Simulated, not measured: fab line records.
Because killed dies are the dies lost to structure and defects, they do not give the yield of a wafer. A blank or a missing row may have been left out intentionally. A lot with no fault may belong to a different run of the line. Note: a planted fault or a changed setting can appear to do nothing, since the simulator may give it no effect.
fab line records	flow n5_finfet
[record] lots = 3	wafers = 9	last_day = 17
route steps=1938 shown BEOL_M0_CUTY@714 BEOL_M0@715 BEOL_M1@751 BEOL_M4@1111 PASSIVATION@1936
lots untouched by any fault: they come from a run of this same line in which no faults occurred
start_h: start of the lot's first displayed wafer, in hours after the record's first day	wait_h: hours since the lot's step before	" unchanged from the row above	L1.1+2: a single row standing in for several wafers	- value missing, or start not given	* or withheld: withheld	< > ~ a bound
route shown NAME@n: a module of which the file shows steps, and the number in the route of the first	usual: average and standard deviation across the fault-free wafers	same: alike in all rows	chamber/n: place in a boat	sites: per-site readings	_std_site: standard deviation across them	_edge_site: inner sites' mean taken away from outer sites' mean	radius_mm: how far each site lies from the wafer's centre	mask NAME#n: copy n	behind: the tool/chamber that last shaped the wafer	hold: why the lot went on hold/how many hours it stayed there/how the hold came to an end	device: whichever transistor did not switch (one of n, p or np)	end of line: tests of these same wafers at the route's end	for a step that has no rows: nothing shown but its recipe	killed: at the first sort, the dies lost to defects and structure; wafer yield is something else	map: a wafer's dies, marking killed ones x, the rest . and places with no die _
set.NAME: setting as actually run; set.NAME@STEP: the setting as run at that earlier step	model.NAME: the simulator's own value behind a step, which no gauge read
certain route steps with their lots: each step a table, each wafer a row
services: when a tool's chamber went out of use (start_h, in hours from the record's first day, below 0 if earlier), for how many hours, and the reason
[[steps]]
[step N5_BEOL_M0_CUTY_STRIP_64]
[recipe] chemistry = N2/H2	temp_c = 40	n2_flow_sccm = 200	h2_flow_sccm = 200	rf_frequency_hz = 6e+07
[step N5_BEOL_M0_ETCH_138]
[recipe] chemistry = CH3F/O2	target_depth_a = 120	target = SiCN	time_s = 31.6	ion_energy_ev = 120	pressure_mtorr = 30	source_w = 395	bias_w = 75	Ar_flow_sccm = 150	CH3F_flow_sccm = 30	O2_flow_sccm = 20	ends = cleared
[step N5_BEOL_M0_HM_OPEN_105]
[recipe] chemistry = Cl2/BCl3	target_depth_a = 120	target = TiN	ion_energy_ev = 150	pressure_mtorr = 10	icp_w = 1000	bias_w = 126	Cl2_flow_sccm = 53.25	bcl3_flow_sccm = 21.75	Ar_flow_sccm = 25
[step N5_BEOL_M0_STRIP_140]
[recipe] chemistry = CF4	resist = SiARC	power_w = 300	bias_power_w = 75	pressure_mtorr = 50	cf4_flow_sccm = 150	rf_frequency_hz = 6e+07
[step N5_BEOL_M0_STRIP_104]
[recipe] chemistry = N2/H2	power_w = 450	temp_c = 40	pressure_mtorr = 20	rf_frequency_hz = 6e+07	overash_fraction = 0.3	bias_power_w = 7	h2_frac = 0.5	n2_flow_sccm = 200	h2_flow_sccm = 200
[step N5_BEOL_M0_WET_ETCH_106]
[recipe] chemistry = DHF	dilution = 10:1	temp_c = 25	target = SiO2	target_depth_a = 1300	dry = ipa_marangoni	rinse_time_s = 30	rinse_temp_c = 23
[step N5_BEOL_M0_ETCH_128]
[recipe] chemistry = CF4/N2	target_depth_a = 120	overetch_a = 51	target = SiCN	time_s = 21.4	ion_energy_ev = 150	pressure_mtorr = 40	source_w = 430	bias_w = 70	Ar_flow_sccm = 100	cf4_flow_sccm = 60	n2_flow_sccm = 60
[step N5_BEOL_M0_TRENCH_ETCH_107]
[recipe] chemistry = C4F6/O2	target_depth_a = 328	target = SiOC	time_s = 16.4	ion_energy_ev = 250	pressure_mtorr = 30	source_w = 355	bias_w = 185	Ar_flow_sccm = 300	C4F6_flow_sccm = 10	O2_flow_sccm = 10
[step N5_BEOL_M0_STRIP_142]
[recipe] chemistry = N2/H2	time_s = 10	power_w = 450	temp_c = 40	pressure_mtorr = 20	rf_frequency_hz = 6e+07	bias_power_w = 7	n2_flow_sccm = 200	h2_flow_sccm = 200
[step N5_BEOL_M0_HM_STRIP_129]
[recipe] chemistry = peroxide_tin_strip	material = TiN	target_depth_a = 170	temp_c = 50	time_s = 108
[step N5_BEOL_M0_SRD_130]
[recipe] time_s = 30	temp_c = 23	rinse_liquid = diw	dry = ipa_marangoni
[step N5_BEOL_M0_ETCH_109]
[recipe] chemistry = CH3F/O2	target_depth_a = 80	overetch_a = 24	target = SiCN	time_s = 27.4	ion_energy_ev = 120	pressure_mtorr = 30	source_w = 395	bias_w = 75	Ar_flow_sccm = 150	CH3F_flow_sccm = 30	O2_flow_sccm = 20
[usual] drypump_motor_current_A = 5.7/0.57	oes_product_au = 0.70/0.063	rf_vpp_V = 296.5/1.4	showerhead_plenum_p_Torr = 1.96/0.062	throttle_valve_pct = 16.31/0.23
lot.wafer	tool	chamber	start_h	wait_h	drypump_motor_current_A	oes_product_au	rf_hours_counter_h	rf_vpp_V	showerhead_plenum_p_Torr	throttle_valve_pct	model.etch.depth_nm	model.SiOC_of_BEOL_M0_SAQP_ILD_DEP_01.thk_nm
L770.4	rie_diel-04	0	136.07	0.1	5.5	0.66	129	297.3	1.92	16.27	8.147	43.4
L770.5	"	0	"	"	5.5	0.65	-	296.8	1.92	16.26	8.029	43.8
L770.6	"	1	"	"	6.1	0.76	-	295.7	1.95	16.00	8.204	42.6
L775.2	rie_diel-04	2	169.35	0.0	5.9	0.60	225	296.7	1.98	16.57	8.037	42
L775.4	"	3	"	"	5.7	0.73	62	294.7	1.96	16.49	8.205	42.2
L775.5	"	0	"	"	5.5	0.57	-	295.0	1.92	16.27	6.398	43.6
L790.1	rie_diel-03	3	257.21	0.2	6.5	0.71	51	298.7	2.13	16.13	7.723	41.4
L790.4	"	0	"	"	5.0	0.71	-	297.3	2.04	16.50	7.908	42.8
L790.5	"	3	"	"	6.5	0.72	-	299.3	2.13	16.11	7.814	42.6
[step N5_BEOL_M0_STRIP_139]
[recipe] chemistry = post_etch_residue_remover	time_s = 60	temp_c = 25	remover_ph = withheld	remover_water_wt_pct = withheld	remover_fluoride_wt_pct = withheld
[step N5_BEOL_M0_SRD_111]
[recipe] time_s = 30	temp_c = 23	rinse_liquid = diw	dry = ipa_marangoni
[step N5_BEOL_M0_DEGAS_112]
[recipe] ambient = vacuum	temp_c = 250	time_s = 60
[step N5_BEOL_M0_PRE_CLEAN_113]
[recipe] gas = H2/He	time_s = 30	temp_c = 250
[step N5_BEOL_M0_ALD_136]
[recipe] material = TaN	target_thk_a = *	temp_c = 275	ald_precursor_family = PDMAT	ald_co_reactant = NH3	pressure_torr = 3	carrier_flow_sccm = 1500	pulse_time_s = 2	purge_time_s = 3	co_reactant_purge_time_s = 2	co_reactant_pulse_time_s = 3	ald_cycles = 30	precursor_vessel_temp_c = 75	precursor_vessel_pressure_torr = 26.25	precursor_vessel_carrier_sccm = 1000
[step N5_BEOL_M0_SURFACE_TREAT_137]
[recipe] gas = Ar	time_s = *	ion_energy_ev = *	ion_current_ma_cm2 = 0.5	pressure_mtorr = *	ar_flow_sccm = 30
[step N5_BEOL_M0_CVD_115]
[recipe] material = Co	target_thk_a = *	temp_c = withheld	precursor = CCTBA/H2	pressure_torr = 30	time_s = 120
[step N5_BEOL_M0_SPUTTER_116]
[recipe] material = Cu	target_thk_a = 40	temp_c = -20	chamber_pressure_pa = 0.07	power_w = withheld	time_s = 7.37
[step N5_BEOL_M0_ANNEAL_117]
[recipe] temp_c = 400	time_s = 60	ambient = vacuum
[step N5_BEOL_M0_SPUTTER_132]
[recipe] material = Cu	target_thk_a = 40	temp_c = -20	chamber_pressure_pa = 0.07	power_w = withheld	time_s = 7.37
[step N5_BEOL_M0_ANNEAL_133]
[recipe] temp_c = 400	time_s = 60	ambient = vacuum
[step N5_BEOL_M0_SPUTTER_134]
[recipe] material = Cu	target_thk_a = 40	temp_c = -20	chamber_pressure_pa = 0.07	power_w = withheld	time_s = 7.37
[step N5_BEOL_M0_ANNEAL_135]
[recipe] temp_c = 400	time_s = 60	ambient = vacuum
[step N5_BEOL_M0_SPUTTER_141]
[recipe] material = Cu	target_thk_a = 40	temp_c = -20	chamber_pressure_pa = 0.07	power_w = withheld	time_s = 7.37
[step N5_BEOL_M0_ECD_118]
[recipe] material = Cu	target_thk_a = 3000
[step N5_BEOL_M0_ANNEAL_119]
[recipe] temp_c = 225	time_s = 90	ambient = N2
[step N5_BEOL_M0_CMP_120]
[recipe] stop_on = SiOC	t_overpolish_s = 6.9	down_force_psi = 1	platen_rpm = 50	clearing_platen_down_force_psi = 1.5	clearing_platen_rpm = 50	post_cmp_clean = cu_alkaline	clearing_platen_pad_velocity_m_s = 0.99484	pad_velocity_m_s = 0.99484
[step N5_BEOL_M0_PRE_CLEAN_131]
[recipe] gas = NH3/H2	time_s = 15	temp_c = *	rf_power_w = 300
[step N5_BEOL_M0_CO_CAP_123]
[recipe] material = Co	target_thk_a = 20	temp_c = 200	precursor = CCTBA/H2	pressure_torr = 30	time_s = 102.1
[step N5_BEOL_M0_PRE_CLEAN_124]
[recipe] gas = NH3	time_s = 15	temp_c = withheld	rf_power_w = 300
[step N5_BEOL_M0_DEP_125]
[recipe] material = SiCN	target_thk_a = 80	temp_c = withheld	precursor = 3MS/NH3	pressure_torr = 3	rf_w = 202	time_s = 14
[step N5_BEOL_M1_ILD_DEP_00]
[recipe] material = SiOC	target_thk_a = 790	temp_c = 350	precursor = DEMS/O2	pressure_torr = 5	rf_w = 500	time_s = 15.3
[step N5_BEOL_M1_PECVD_72]
[recipe] material = SiO2	target_thk_a = 160	temp_c = 400	precursor = TEOS/O2	pressure_torr = 5.5	rf_w = 450	teos_flow_sccm = 53.8	gas = O2	flow_sccm = 3000	time_s = 18
[step N5_BEOL_M1_HM_DEP_02]
[recipe] material = TiN	target_thk_a = 200	temp_c = 25	chamber_pressure_pa = 0.49996
[step N5_BEOL_M1_COAT_61]
[recipe] resist = SOC	temp_c = 250	time_s = 60	spin_rpm = 1500	resist_thk_nm = 60
[step N5_BEOL_M4_RC_MEAS_101]
[usual] DIBL_N = 36.0/1.6	DIBL_P = 36.1/2	IOFF_N = 0.160/0.029	IOFF_P = 0.21/0.039	ION_N = 675/13	ION_P = 464/8.8	SS_N = 71.5/0.58	SS_P = 73.3/0.65	VT_N = 250/3.3	VT_P = -249/3.6
lot.wafer	tool	chamber	start_h	wait_h	DIBL_N[mV/V]	DIBL_P[mV/V]	IOFF_N[nA/um]	IOFF_P[nA/um]	ION_N[uA/um]	ION_P[uA/um]	SS_N[mV/dec]	SS_P[mV/dec]	VT_N[mV]	VT_P[mV]
L770.4	prober-02	0	187.27	0.5	35.3	35.7	0.135	0.17	667	455	72.0	72.2	252	-256
L770.5	"	0	"	"	33.8	33.5	0.111	0.14	656	454	71.8	72.8	256	-258
L770.6	"	0	"	"	35.2	34.8	0.135	0.17	675	460	71.8	73.1	253	-254
L775.2	prober-01	0	220.12	0.2	37.2	38.4	0.187	0.22	691	466	71.3	73.4	248	-250
L775.4	"	0	"	"	34.9	36.0	0.141	0.19	660	454	71.3	72.4	252	-254
L790.1	prober-01	0	301.85	0.0	37.7	37.7	0.188	0.25	670	463	72.1	73.4	248	-244
L790.4	"	0	"	"	36.6	37.8	0.174	0.26	666	471	72.0	73.7	248	-244
L790.5	"	0	"	"	35.3	35.9	0.151	0.22	675	465	70.9	72.9	249	-248
[step N5_PASSIVATION_PROBE_49]
[usual] defect_limited_yield = 91.0/1.3	killed_at_M0_to_M3 = 36/9.5	killed_at_M4_up = 14/5.6	killed_at_contacts = 12/6.4	killed_at_front_end = 40/10	killed_at_other = 3.2/3	killed_dies = 107/15	killed_on_rim = 15/4.5	killed_open = 69/12	killed_short = 35/7.7	sort_bin_5_function = 5.3/0.91	sort_bin_6_memory = 3.3/0.65	sort_n_pass = 1073/15	sort_yield_pct = 91.0/1.3
[same] gross_dies = 1180	killed_at_back_side = 0	sort_bin_4_leakage[%] = 0	sort_bin_8_speed[%] = 0
lot.wafer	tool	chamber	start_h	wait_h	defect_limited_yield[%]	killed_at_M0_to_M3	killed_at_M4_up	killed_at_contacts	killed_at_front_end	killed_at_other	killed_dies	killed_on_rim	killed_open	killed_short	sort_bin_5_function[%]	sort_bin_6_memory[%]	sort_n_pass	sort_yield_pct[%]
L770.4	prober-01	-	293.64	0.2	91.6	47	13	4	34	1	99	22	52	40	5.0	2.2	1081	91.6
L770.5	prober-01	-	293.69	0.2	92.5	34	9	5	33	8	89	16	53	31	4.3	2.7	1091	92.5
L770.6	prober-01	-	293.74	0.3	90.8	49	11	14	32	2	108	18	68	38	5.4	3.2	1072	90.8
L775.2	prober-02	-	335.80	0.1	92.5	31	22	3	33	0	89	12	58	29	4.9	2.6	1091	92.5
L775.4	prober-02	-	335.90	0.2	90.4	38	21	9	45	0	113	12	68	43	4.8	4.5	1067	90.4
L775.5	prober-02	-	335.95	0.2	0	1099	17	11	52	1	1180	152	75	38	96.9	2.8	0	0
L790.1	prober-01	-	410.00	0.0	92.1	20	19	24	29	1	93	9	63	29	4.3	3.4	1087	92.1
L790.4	prober-01	-	410.15	0.2	91.4	35	13	29	22	2	101	10	76	23	5.3	3.1	1079	91.4
L790.5	prober-01	-	410.20	0.2	90.8	42	14	14	36	3	109	9	63	44	5.1	3.9	1071	90.8
// killed by level:class
L770.4 BEOL_M0_SAQP:geometric_particle:short=11 BEOL_M3:geometric_particle:open=9 BEOL_M2:geometric_particle:open=7 FIN_SAQP:geometric_particle:short=6 BEOL_M2:geometric_particle:short=6 HKMG_FIN:area_etch=6 BEOL_M0_SAQP:geometric_particle:open=5 BEOL_M1:geometric_particle:open=5
L770.5 BEOL_M3:geometric_particle:open=14 FIN_SAQP:geometric_particle:short=6 STI_FIN_REVEAL:geometric_particle:open=6 BEOL_M2:geometric_particle:open=6 FIN_SAQP:geometric_particle:open=4 MOL_CONTACT_COAG:geometric_particle:open=4 BEOL_M0_SAQP:geometric_particle:open=4 GATE_CUT:geometric_particle:short=3
L770.6 BEOL_M3:geometric_particle:open=11 MOL_CONTACT_COAG:geometric_particle:open=10 BEOL_M2:geometric_particle:open=10 FIN_SAQP:geometric_particle:open=9 FIN_SAQP:geometric_particle:short=9 BEOL_M0_SAQP:geometric_particle:open=8 BEOL_M0_SAQP:geometric_particle:short=7 BEOL_M4:geometric_particle:open=6
L775.2 BEOL_M0_SAQP:geometric_particle:open=14 BEOL_M0_SAQP:geometric_particle:short=9 FIN_SAQP:geometric_particle:short=7 BEOL_M4:geometric_particle:open=6 STI_FIN_REVEAL:geometric_particle:open=6 BEOL_M3:geometric_particle:open=5 STARTING-WAFER:geometric_particle:short=5 FIN_SAQP:geometric_particle:open=4
L775.4 BEOL_M0_SAQP:geometric_particle:short=10 BEOL_M1:geometric_particle:open=9 BEOL_M0_SAQP:geometric_particle:open=8 FIN_SAQP:geometric_particle:open=6 FIN_SAQP:geometric_particle:short=6 GATE_CUT:geometric_particle:short=6 GATE_CUT:geometric_particle:open=6 MOL_CONTACT_COAG:geometric_particle:open=6
L775.5 BEOL_M0:area_etch=1066 FIN_SAQP:geometric_particle:open=13 BEOL_M0_SAQP:geometric_particle:open=11 STI_FIN_REVEAL:geometric_particle:open=9 FIN_SAQP:geometric_particle:short=8 MOL_CONTACT_COAG:geometric_particle:open=8 BEOL_M0_SAQP:geometric_particle:short=8 BEOL_M3:geometric_particle:open=6
L790.1 MOL_CONTACT_COAG:geometric_particle:open=17 BEOL_M4:geometric_particle:open=10 BEOL_M1:geometric_particle:open=7 MOL_CONTACT_COAG:geometric_particle:short=6 FIN_SAQP:geometric_particle:short=5 DUMMY_GATE:geometric_particle:open=5 BEOL_M3:geometric_particle:open=5 FIN_SAQP:geometric_particle:open=4
L790.4 MOL_CONTACT_COAG:geometric_particle:open=27 BEOL_M0_SAQP:geometric_particle:open=8 BEOL_M2:geometric_particle:open=7 BEOL_M4:geometric_particle:open=7 STI_FIN_REVEAL:geometric_particle:open=5 BEOL_M1:geometric_particle:open=4 BEOL_M2:geometric_particle:short=4 BEOL_M7:geometric_particle:open=4
L790.5 BEOL_M0_SAQP:geometric_particle:open=13 BEOL_M0_SAQP:geometric_particle:short=12 MOL_CONTACT_COAG:geometric_particle:open=11 FIN_SAQP:geometric_particle:short=10 BEOL_M4:geometric_particle:open=7 FIN_SAQP:geometric_particle:open=4 STI_FIN_REVEAL:geometric_particle:open=4 BEOL_M2:geometric_particle:open=4
// map L775.5 (x killed, . not)
_________________xxxxxxxxxxxx________________
______________xxxxxxxxxxxxxxxxxx_____________
___________xxxxxxxxxxxxxxxxxxxxxxxx__________
__________xxxxxxxxxxxxxxxxxxxxxxxxxx_________
________xxxxxxxxxxxxxxxxxxxxxxxxxxxxxx_______
_______xxxxxxxxxxxxxxxxxxxxxxxxxxxxxxxx______
______xxxxxxxxxxxxxxxxxxxxxxxxxxxxxxxxxx_____
_____xxxxxxxxxxxxxxxxxxxxxxxxxxxxxxxxxxxx____
____xxxxxxxxxxxxxxxxxxxxxxxxxxxxxxxxxxxxxx___
___xxxxxxxxxxxxxxxxxxxxxxxxxxxxxxxxxxxxxxxx__
___xxxxxxxxxxxxxxxxxxxxxxxxxxxxxxxxxxxxxxxx__
__xxxxxxxxxxxxxxxxxxxxxxxxxxxxxxxxxxxxxxxxxx_
__xxxxxxxxxxxxxxxxxxxxxxxxxxxxxxxxxxxxxxxxxx_
_xxxxxxxxxxxxxxxxxxxxxxxxxxxxxxxxxxxxxxxxxxxx
_xxxxxxxxxxxxxxxxxxxxxxxxxxxxxxxxxxxxxxxxxxxx
_xxxxxxxxxxxxxxxxxxxxxxxxxxxxxxxxxxxxxxxxxxxx
_xxxxxxxxxxxxxxxxxxxxxxxxxxxxxxxxxxxxxxxxxxxx
_xxxxxxxxxxxxxxxxxxxxxxxxxxxxxxxxxxxxxxxxxxxx
_xxxxxxxxxxxxxxxxxxxxxxxxxxxxxxxxxxxxxxxxxxxx
_xxxxxxxxxxxxxxxxxxxxxxxxxxxxxxxxxxxxxxxxxxxx
_xxxxxxxxxxxxxxxxxxxxxxxxxxxxxxxxxxxxxxxxxxxx
__xxxxxxxxxxxxxxxxxxxxxxxxxxxxxxxxxxxxxxxxxx_
__xxxxxxxxxxxxxxxxxxxxxxxxxxxxxxxxxxxxxxxxxx_
___xxxxxxxxxxxxxxxxxxxxxxxxxxxxxxxxxxxxxxxx__
___xxxxxxxxxxxxxxxxxxxxxxxxxxxxxxxxxxxxxxxx__
____xxxxxxxxxxxxxxxxxxxxxxxxxxxxxxxxxxxxxx___
_____xxxxxxxxxxxxxxxxxxxxxxxxxxxxxxxxxxxx____
______xxxxxxxxxxxxxxxxxxxxxxxxxxxxxxxxxx_____
_______xxxxxxxxxxxxxxxxxxxxxxxxxxxxxxxx______
________xxxxxxxxxxxxxxxxxxxxxxxxxxxxxx_______
__________xxxxxxxxxxxxxxxxxxxxxxxxxx_________
___________xxxxxxxxxxxxxxxxxxxxxxxx__________
______________xxxxxxxxxxxxxxxxxx_____________
_________________xxxxxxxxxxxx________________
// map L770.6 (x killed, . not)
_________________...x.x.....x________________
______________............x....._____________
___________....................x...__________
__________.......x........x........._________
________...............x.............._______
_______...x...x..x.....x........x......______
______.......................x...xx....._____
_____x......x..x.......x..x.............x____
____.....x.......................x........___
___...x...........x.............x..........__
___.......x....x.......x.x.................__
__.x.x.x...x...x............................_
__x.........x....x....................x....._
_..xx..x.....................x.............x.
_.x....x......x..............x.x...........x.
_.......xx.................x.....x.....x.....
_x......x.x.................x................
_x..x..................x..x......xx....x.....
_..........x...........x.............x.x.....
_.....x..x...........................xx......
_.............x...........x.x.......xx.......
__..............x...................x......._
__x................x..............x..x......_
___......x.......x.........................__
___............................x.x....x....__
____...x..................x...x.x.........___
_____....................................____
______..x.......x.......x..............._____
_______x..............x.........x......______
________.......................x....x._______
__________.........................._________
___________.............x..........__________
______________.................._____________
_________________x.....x.xx..________________
[[services]]
tool	chamber	start_h	hours	kind
rie_diel-04	1	120.81	9.9	repair
rie_diel-04	0	148.13	8.1	repair
rie_diel-04	2	239.29	-	clean
rie_diel-04	2	239.29	-	consumable_replace:focus_ring
rie_diel-04	2	239.29	25.0	scheduled_down
rie_diel-04	2	239.29	25.0	vent_cycle
rie_diel-03	1	241.09	-	clean
rie_diel-03	1	241.09	-	consumable_replace:focus_ring
rie_diel-03	1	241.09	-	consumable_replace:showerhead
rie_diel-03	1	241.09	30.5	scheduled_down
rie_diel-03	1	241.09	30.5	vent_cycle
[[key]]
[first_sign] step = N5_PASSIVATION_PROBE_49	reading = killed_at_M0_to_M3	direction = up	sigmas = 99+	usual = 36	struck = 1099
[effect] step = N5_PASSIVATION_PROBE_49	reading = sort_bin_5_function	direction = up	sigmas = 99+	usual = 5.3	struck = 96.9
[model_effect] step = N5_BEOL_M0_ETCH_109	value = etch.depth_nm	without = 8.313	struck = 6.398
[more_kills_born_at] N5_BEOL_M0_ETCH_109@rie_diel-04 = 1066
met_at N5_BEOL_M0_ETCH_109
struck_wafers L775.5
later_rows_left_out L775.5
onset_between 136.07 169.35
[fault] kind = process_parameter_drift	tool = rie_diel-04	chamber = -	onset_h = 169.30	steps = N5_BEOL_M0_ETCH_109	channel = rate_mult	offset = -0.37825	shape = step	end_h = 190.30	scope = struck_wafers_only
// later_rows_left_out: the simulator's readings of these wafers behind a module that went badly wrong aren't trusted and aren't shown, but for the sort
